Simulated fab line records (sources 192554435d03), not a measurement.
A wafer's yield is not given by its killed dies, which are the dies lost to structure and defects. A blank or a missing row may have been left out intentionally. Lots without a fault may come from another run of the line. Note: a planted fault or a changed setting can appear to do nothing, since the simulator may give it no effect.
Chamber matching + flow n5 finfet + N5_MOL_CONTACT_COAG_ALD_123 on ald sin-01: 4 sister chambers
The step deposits SiNx, target thk 5 nm, pulse time 1 s, purge time 2 s. 4 wafers are shown with their chamber, then 7 later ones without.

== WAFERS WITH THEIR CHAMBER ==
| wafer  | chamber | heater power w (W) |
|--------|---------|--------------------|
| L361.2 | 0       | 922                |
| L375.5 | 3       | 988                |
| L376.2 | 1       | 908                |
| L376.4 | 2       | 859                |

== WAFERS WITH NO CHAMBER GIVEN ==
| wafer  | heater power w (W) |
|--------|--------------------|
| L376.5 | 831                |
| L377.2 | 826                |
| L377.3 | 924                |
| L377.4 | 969                |
| L382.1 | 1004               |
| L382.4 | 855                |
| L382.5 | 841                |

== EACH ONE'S CHAMBER ==
| wafer  | from the rows above     | in truth |
|--------|-------------------------|----------|
| L376.5 | 2                       | 2        |
| L377.2 | 2                       | 2        |
| L377.3 | can't be placed: 0 or 1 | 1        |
| L377.4 | can't be placed: 3 or 0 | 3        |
| L382.1 | 3                       | 3        |
| L382.4 | 2                       | 2        |
| L382.5 | 2                       | 2        |
Placed correctly: 5 of 7. From these rows, 2 cannot be placed; in 2 the true chamber is one of the candidates. Placed wrongly: 0.
How it was worked out, from the rows above alone: a wafer's distance from a chamber is the root of the sum, over the readings, of the square of ((its reading less the chamber's mean) divided by the reading's scatter). The wafer belongs to the nearest chamber; if the next one is less than 2 further off, it can't be placed. For every chamber, the mean is computed from those of its wafers that are shown. The scatter (one wafer shown for each chamber): square how far every hidden wafer sits from the nearest shown wafer, average those squares and take the square root.
